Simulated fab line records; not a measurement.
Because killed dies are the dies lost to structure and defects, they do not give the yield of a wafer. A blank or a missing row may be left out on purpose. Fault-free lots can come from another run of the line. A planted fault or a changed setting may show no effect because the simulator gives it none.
Which tool did it? :: flow n5-finfet :: Sampling: 12 lots, 35 wafers, 4 of 1938 route steps

## WHAT EACH GAUGE READ, for each wafer
The record lacks any reading of a measuring or inspecting step that a usual standard deviation could be used to judge.

## WHAT TOOL EACH LOT RAN ON (gives the tool, then ch and the chambers of the sampled wafers, and finally the start)
lot: L875
N5_BEOL_M12_DEGAS_41: pvd-sputter-02, day 10 21:15
N5_BEOL_M12_SPUTTER_45: pvd-sputter-02, day 10 21:29
N5_BEOL_M12_CMP_49: cmp-03 ch 0,1, day 10 22:19
N5_BEOL_M13_ILD_DEP_00: pecvd-02 ch 0,2, day 10 22:45

lot: L877
N5_BEOL_M12_DEGAS_41: pvd-sputter-02, day 11 02:58
N5_BEOL_M12_SPUTTER_45: pvd-sputter-02, day 11 03:13
N5_BEOL_M12_CMP_49: cmp-02 ch 0,3, day 11 04:07
N5_BEOL_M13_ILD_DEP_00: pecvd-01 ch 0,1, day 11 04:36

lot: L878
N5_BEOL_M12_DEGAS_41: pvd-sputter-03, day 11 03:12
N5_BEOL_M12_SPUTTER_45: pvd-sputter-03, day 11 03:26
N5_BEOL_M12_CMP_49: cmp-01 ch 1,2, day 11 04:16
N5_BEOL_M13_ILD_DEP_00: pecvd-03 ch 1,2, day 11 04:45

lot: L883
N5_BEOL_M12_DEGAS_41: pvd-sputter-01, day 12 08:20
N5_BEOL_M12_SPUTTER_45: pvd-sputter-01, day 12 08:34
N5_BEOL_M12_CMP_49: cmp-02 ch 0,2,3, day 12 09:08
N5_BEOL_M13_ILD_DEP_00: pecvd-02 ch 0,1,2, day 12 09:37

lot: L885
N5_BEOL_M12_DEGAS_41: pvd-sputter-03, day 13 01:05
N5_BEOL_M12_SPUTTER_45: pvd-sputter-03, day 13 01:20
N5_BEOL_M12_CMP_49: cmp-03 ch 0,2,3, day 13 02:01
N5_BEOL_M13_ILD_DEP_00: pecvd-01 ch 0,1,2, day 13 02:26

lot: L888
N5_BEOL_M12_DEGAS_41: pvd-sputter-03, day 14 06:06
N5_BEOL_M12_SPUTTER_45: pvd-sputter-03, day 14 06:20
N5_BEOL_M12_CMP_49: cmp-01 ch 2,3, day 14 06:56
N5_BEOL_M13_ILD_DEP_00: pecvd-01 ch 0,1,2, day 14 07:26

lot: L893
N5_BEOL_M12_DEGAS_41: pvd-sputter-03, day 16 06:16
N5_BEOL_M12_SPUTTER_45: pvd-sputter-03, day 16 06:30
N5_BEOL_M12_CMP_49: cmp-03 ch 0,1,2, day 16 07:47
N5_BEOL_M13_ILD_DEP_00: pecvd-02 ch 0,1,2, day 16 08:14

lot: L894
N5_BEOL_M12_DEGAS_41: pvd-sputter-01, day 17 03:58
N5_BEOL_M12_SPUTTER_45: pvd-sputter-01, day 17 04:13
N5_BEOL_M12_CMP_49: cmp-03 ch 2,3, day 17 05:02
N5_BEOL_M13_ILD_DEP_00: pecvd-02 ch 0,1,2, day 17 05:33

lot: L895
N5_BEOL_M12_DEGAS_41: pvd-sputter-01, day 17 11:54
N5_BEOL_M12_SPUTTER_45: pvd-sputter-01, day 17 12:08
N5_BEOL_M12_CMP_49: cmp-01 ch 1,3, day 17 12:44
N5_BEOL_M13_ILD_DEP_00: pecvd-01 ch 0,1,2, day 17 13:11

lot: L897
N5_BEOL_M12_DEGAS_41: pvd-sputter-01, day 17 13:19
N5_BEOL_M12_SPUTTER_45: pvd-sputter-01, day 17 13:34
N5_BEOL_M12_CMP_49: cmp-01 ch 1,2, day 17 14:07
N5_BEOL_M13_ILD_DEP_00: pecvd-03 ch 0,1,2, day 17 14:36

lot: L898
N5_BEOL_M12_DEGAS_41: pvd-sputter-03, day 18 14:04
N5_BEOL_M12_SPUTTER_45: pvd-sputter-03, day 18 19:14
N5_BEOL_M12_CMP_49: cmp-01 ch 0,2, day 18 19:51
N5_BEOL_M13_ILD_DEP_00: pecvd-03 ch 1,2, day 18 20:18

lot: L896
N5_BEOL_M12_DEGAS_41: pvd-sputter-01, day 18 23:25
N5_BEOL_M12_SPUTTER_45: pvd-sputter-01, day 18 23:40
N5_BEOL_M12_CMP_49: cmp-03 ch 0,2,3, day 19 00:15
N5_BEOL_M13_ILD_DEP_00: pecvd-02 ch 0,1, day 19 00:42
- N5_BEOL_M12_DEGAS_41: time 60 s.
- N5_BEOL_M12_SPUTTER_45: material Cu, target thk 80 nm, time 13.33 s.
- N5_BEOL_M12_CMP_49: polishes, stops on SiOC, t overpolish 20.6 s, target thk 320 nm.
- N5_BEOL_M13_ILD_DEP_00: deposits SiOC from DEMS/O2, target thk 837.92 nm, time 166.4 s.

## WHAT THE TOOLS THEMSELVES READ (means of the sampled wafers that have a number; where no wafer has one, the mark that the record gives instead)
N5_BEOL_M12_DEGAS_41. Usual: heater-power-w at 332 W, with a standard deviation of 27.
lot: L875
tool: pvd-sputter-02
heater-power-w (W): 313
flag: 

lot: L877
tool: pvd-sputter-02
heater-power-w (W): 343
flag: 

lot: L878
tool: pvd-sputter-03
heater-power-w (W): 386
flag: 

lot: L883
tool: pvd-sputter-01
heater-power-w (W): 314
flag: 

lot: L885
tool: pvd-sputter-03
heater-power-w (W): 378
flag: 

lot: L888
tool: pvd-sputter-03
heater-power-w (W): 376
flag: 

lot: L893
tool: pvd-sputter-03
heater-power-w (W): 318
flag: 

lot: L894
tool: pvd-sputter-01
heater-power-w (W): 317
flag: 

lot: L895
tool: pvd-sputter-01
heater-power-w (W): 323
flag: 

lot: L897
tool: pvd-sputter-01
heater-power-w (W): 327
flag: 

lot: L898
tool: pvd-sputter-03
heater-power-w (W): 349
flag: 

lot: L896
tool: pvd-sputter-01
heater-power-w (W): 316
flag: 

N5_BEOL_M12_SPUTTER_45. Usual: throttle-valve-pct at 30.7 %, with a standard deviation of 1.4.
lot: L875
tool: pvd-sputter-02
throttle-valve-pct (%): 30.9
flag: 

lot: L877
tool: pvd-sputter-02
throttle-valve-pct (%): 30.1
flag: 

lot: L878
tool: pvd-sputter-03
throttle-valve-pct (%): 28.7
flag: 

lot: L883
tool: pvd-sputter-01
throttle-valve-pct (%): 31.6
flag: 

lot: L885
tool: pvd-sputter-03
throttle-valve-pct (%): 28.9
flag: 

lot: L888
tool: pvd-sputter-03
throttle-valve-pct (%): 28.5
flag: 

lot: L893
tool: pvd-sputter-03
throttle-valve-pct (%): 29.4
flag: 

lot: L894
tool: pvd-sputter-01
throttle-valve-pct (%): 31.3
flag: 

lot: L895
tool: pvd-sputter-01
throttle-valve-pct (%): 31.2
flag: 

lot: L897
tool: pvd-sputter-01
throttle-valve-pct (%): 31.5
flag: 

lot: L898
tool: pvd-sputter-03
throttle-valve-pct (%): 29.6
flag: 

lot: L896
tool: pvd-sputter-01
throttle-valve-pct (%): 31.7
flag: 

N5_BEOL_M12_CMP_49. Usual: barrier-field-endpoint-s 30.4 s, standard deviation 0.71; head-pressure-psi 0.9997 psi, standard deviation 0.0023; motor-current-A 6.0 A, standard deviation 0.71; overpolish-run-s 20.599 s, standard deviation 0.0086.
lot: L875
tool: cmp-03
barrier-field-endpoint-s (s): 30.2
head-pressure-psi (psi): 0.9985
motor-current-A (A): 5.2
overpolish-run-s (s): 20.606
flag: 

lot: L877
tool: cmp-02
barrier-field-endpoint-s (s): 30.8
head-pressure-psi (psi): 0.9988
motor-current-A (A): 6.7
overpolish-run-s (s): 20.594
flag: 

lot: L878
tool: cmp-01
barrier-field-endpoint-s (s): 29.9
head-pressure-psi (psi): 1.0000
motor-current-A (A): 6.1
overpolish-run-s (s): 20.591
flag: 

lot: L883
tool: cmp-02
barrier-field-endpoint-s (s): 30.2
head-pressure-psi (psi): 1.0001
motor-current-A (A): 6.6
overpolish-run-s (s): 20.605
flag: 

lot: L885
tool: cmp-03
barrier-field-endpoint-s (s): 40.8
head-pressure-psi (psi): 0.8373
motor-current-A (A): 5.9
overpolish-run-s (s): 15.290
flag: OFF

lot: L888
tool: cmp-01
barrier-field-endpoint-s (s): 30.3
head-pressure-psi (psi): 0.9985
motor-current-A (A): 6.3
overpolish-run-s (s): 20.602
flag: 

lot: L893
tool: cmp-03
barrier-field-endpoint-s (s): 29.7
head-pressure-psi (psi): 0.9987
motor-current-A (A): 5.2
overpolish-run-s (s): 20.596
flag: 

lot: L894
tool: cmp-03
barrier-field-endpoint-s (s): 30.9
head-pressure-psi (psi): 1.0013
motor-current-A (A): 6.0
overpolish-run-s (s): 20.601
flag: 

lot: L895
tool: cmp-01
barrier-field-endpoint-s (s): 30.0
head-pressure-psi (psi): 1.0004
motor-current-A (A): 6.4
overpolish-run-s (s): 20.601
flag: 

lot: L897
tool: cmp-01
barrier-field-endpoint-s (s): 30.2
head-pressure-psi (psi): 0.9989
motor-current-A (A): 6.0
overpolish-run-s (s): 20.604
flag: 

lot: L898
tool: cmp-01
barrier-field-endpoint-s (s): 31.4
head-pressure-psi (psi): 0.9988
motor-current-A (A): 6.5
overpolish-run-s (s): 20.601
flag: 

lot: L896
tool: cmp-03
barrier-field-endpoint-s (s): 30.8
head-pressure-psi (psi): 0.9995
motor-current-A (A): 6.1
overpolish-run-s (s): 20.596
flag: 

N5_BEOL_M13_ILD_DEP_00. Usual: heater-power-w 494 W, standard deviation 78; showerhead-plenum-p-Torr 5.699 Torr, standard deviation 0.017; throttle-valve-pct 11.8 %, standard deviation 0.87.
lot: L875
tool: pecvd-02
heater-power-w (W): 509
showerhead-plenum-p-Torr (Torr): 5.683
throttle-valve-pct (%): 10.8
flag: 

lot: L877
tool: pecvd-01
heater-power-w (W): 468
showerhead-plenum-p-Torr (Torr): 5.705
throttle-valve-pct (%): 11.6
flag: 

lot: L878
tool: pecvd-03
heater-power-w (W): 394
showerhead-plenum-p-Torr (Torr): 5.702
throttle-valve-pct (%): 11.1
flag: 

lot: L883
tool: pecvd-02
heater-power-w (W): 519
showerhead-plenum-p-Torr (Torr): 5.683
throttle-valve-pct (%): 11.7
flag: 

lot: L885
tool: pecvd-01
heater-power-w (W): 493
showerhead-plenum-p-Torr (Torr): 5.699
throttle-valve-pct (%): 11.7
flag: 

lot: L888
tool: pecvd-01
heater-power-w (W): 474
showerhead-plenum-p-Torr (Torr): 5.693
throttle-valve-pct (%): 11.6
flag: 

lot: L893
tool: pecvd-02
heater-power-w (W): 551
showerhead-plenum-p-Torr (Torr): 5.689
throttle-valve-pct (%): 11.7
flag: 

lot: L894
tool: pecvd-02
heater-power-w (W): 527
showerhead-plenum-p-Torr (Torr): 5.689
throttle-valve-pct (%): 11.7
flag: 

lot: L895
tool: pecvd-01
heater-power-w (W): 535
showerhead-plenum-p-Torr (Torr): 5.692
throttle-valve-pct (%): 11.6
flag: 

lot: L897
tool: pecvd-03
heater-power-w (W): 461
showerhead-plenum-p-Torr (Torr): 5.705
throttle-valve-pct (%): 12.1
flag: 

lot: L898
tool: pecvd-03
heater-power-w (W): 406
showerhead-plenum-p-Torr (Torr): 5.702
throttle-valve-pct (%): 11.3
flag: 

lot: L896
tool: pecvd-02
heater-power-w (W): 534
showerhead-plenum-p-Torr (Torr): 5.693
throttle-valve-pct (%): 12.0
flag: 

## THE ANSWER, worked out from the rows above alone
Rule: a lot is off if the mean of its wafers that have a number lies more than 3 standard deviations from the usual mean. Also off: a lot with no number at a reading for which 4 or more lots have one. Where the step has rows for the other lots, those lots are counted as sound. First the gauges in route order, then the tools' own readings, where a lot's mean is used as printed above. The first step at which some lot is off is used, and at that step the reading that is off furthest; a lot without a number counts as furthest.
Off: L885, at N5_BEOL_M12_CMP_49 (overpolish-run-s).
A tool fits if, at that step or a process step before it, it ran every lot that is off, and no sound lot after the first of them. Not one of the candidates tried fits.

## WHAT THE SIMULATOR PUT IN
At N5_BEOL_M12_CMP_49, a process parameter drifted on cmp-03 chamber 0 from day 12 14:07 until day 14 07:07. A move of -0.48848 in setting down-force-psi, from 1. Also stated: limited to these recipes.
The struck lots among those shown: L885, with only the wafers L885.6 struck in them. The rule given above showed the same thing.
